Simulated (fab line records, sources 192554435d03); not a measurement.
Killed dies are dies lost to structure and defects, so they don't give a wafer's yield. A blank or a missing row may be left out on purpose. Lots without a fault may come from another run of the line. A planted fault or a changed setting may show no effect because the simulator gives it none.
Which tool did it? | flow n5_finfet | 11 lots, 33 wafers sampled, at 2 steps of a route of 1938

WHAT THE GAUGES READ, wafer by wafer
N5_BEOL_M12_CD_MEAS_10: target cd 140 nm.
lot  | measured     | on        | cd_nm (nm)
L329 | day 10 21:37 | cd_sem-03 | 138.6 135.6 139.2
L331 | day 11 00:47 | cd_sem-01 | 141.1 137.6 139.4
L332 | day 11 17:17 | cd_sem-01 | 139.6 141.7 135.7
L333 | day 11 17:54 | cd_sem-03 | 139.5 141.7 137.0
L334 | day 12 03:17 | cd_sem-02 | 139.1 143.4 141.2
L339 | day 13 08:13 | cd_sem-02 | 142.6 140.8 141.5
L346 | day 14 10:47 | cd_sem-03 | 141.6 141.1 137.2
L349 | day 15 17:17 | cd_sem-03 | 138.7 140.3 141.2
L347 | day 15 18:05 | cd_sem-01 | 142.2 141.4 137.7
L352 | day 16 10:06 | cd_sem-03 | 140.1 139.3 139.6
L351 | day 16 12:01 | cd_sem-03 | 143.5 139.8 143.8

WHICH TOOL RAN EACH LOT (tool, then ch and the chambers of the sampled wafers, then the start)
lot  | N5_BEOL_M11_DEP_56
L329 | pecvd-01 ch 0,1, day 10 20:53
L331 | pecvd-01 ch 0,1, day 11 00:06
L332 | pecvd-01 ch 0,1,2, day 11 16:08
L333 | pecvd-03 ch 0,1,2, day 11 17:13
L334 | pecvd-01 ch 0,2, day 12 02:43
L339 | pecvd-03 ch 0,1,2, day 13 07:29
L346 | pecvd-03 ch 1,2, day 14 10:10
L349 | pecvd-03 ch 1,2, day 15 16:37
L347 | pecvd-03 ch 0,1,2, day 15 17:24
L352 | pecvd-03 ch 0,1, day 16 09:32
L351 | pecvd-01 ch 0,1, day 16 11:20
- N5_BEOL_M11_DEP_56: deposits SiCN from 3MS/NH3, target thk 30 nm, time 10.5 s.

WHAT THE TOOLS THEMSELVES READ (means of the sampled wafers that have a number; where no wafer has one, the mark that the record gives instead)
N5_BEOL_M11_DEP_56.
lot  | tool     | rf_fwd_power_W (W) | showerhead_plenum_p_Torr (Torr) | throttle_valve_pct (%)
L329 | pecvd-01 | 662                | 4.148                           | 18.6
L331 | pecvd-01 | 664                | 4.151                           | 18.1
L332 | pecvd-01 | 665                | 4.160                           | 18.5
L333 | pecvd-03 | 669                | 4.163                           | 18.6
L334 | pecvd-01 | 670                | 4.163                           | 18.6
L339 | pecvd-03 | 667                | 4.158                           | 18.7
L346 | pecvd-03 | 668                | 4.161                           | 17.8
L349 | pecvd-03 | 670                | 4.156                           | 18.0
L347 | pecvd-03 | 669                | 4.166                           | 18.5
L352 | pecvd-03 | 669                | 4.167                           | 19.0
L351 | pecvd-01 | 661                | 4.152                           | 18.1

THE ANSWER, worked out from the rows above alone
Rule: what is usual is taken from the lots themselves. Put in order of their means at a reading, lots are off if they are a third of the lots or fewer, leave a main group of 4 or more, and stand apart from it by a gap of 3 or more times the standard deviation of the main group's means; of several such gaps the widest counts. A main group whose means are all the same, to the digits that the tables above print for the reading, isn't used. A lot without any number at a reading at which 4 lots or more have one is off too. The other lots that the step has rows for count as sound. The gauges are gone through in route order, then the tools' own readings, and for those a lot's mean is taken as printed above. The first step at which some lot is off is used, and at that step the reading that is off furthest; a lot without a number counts as furthest.
No lot is off at any reading shown: from this, nothing can be told.

WHAT THE SIMULATOR HAD PUT IN
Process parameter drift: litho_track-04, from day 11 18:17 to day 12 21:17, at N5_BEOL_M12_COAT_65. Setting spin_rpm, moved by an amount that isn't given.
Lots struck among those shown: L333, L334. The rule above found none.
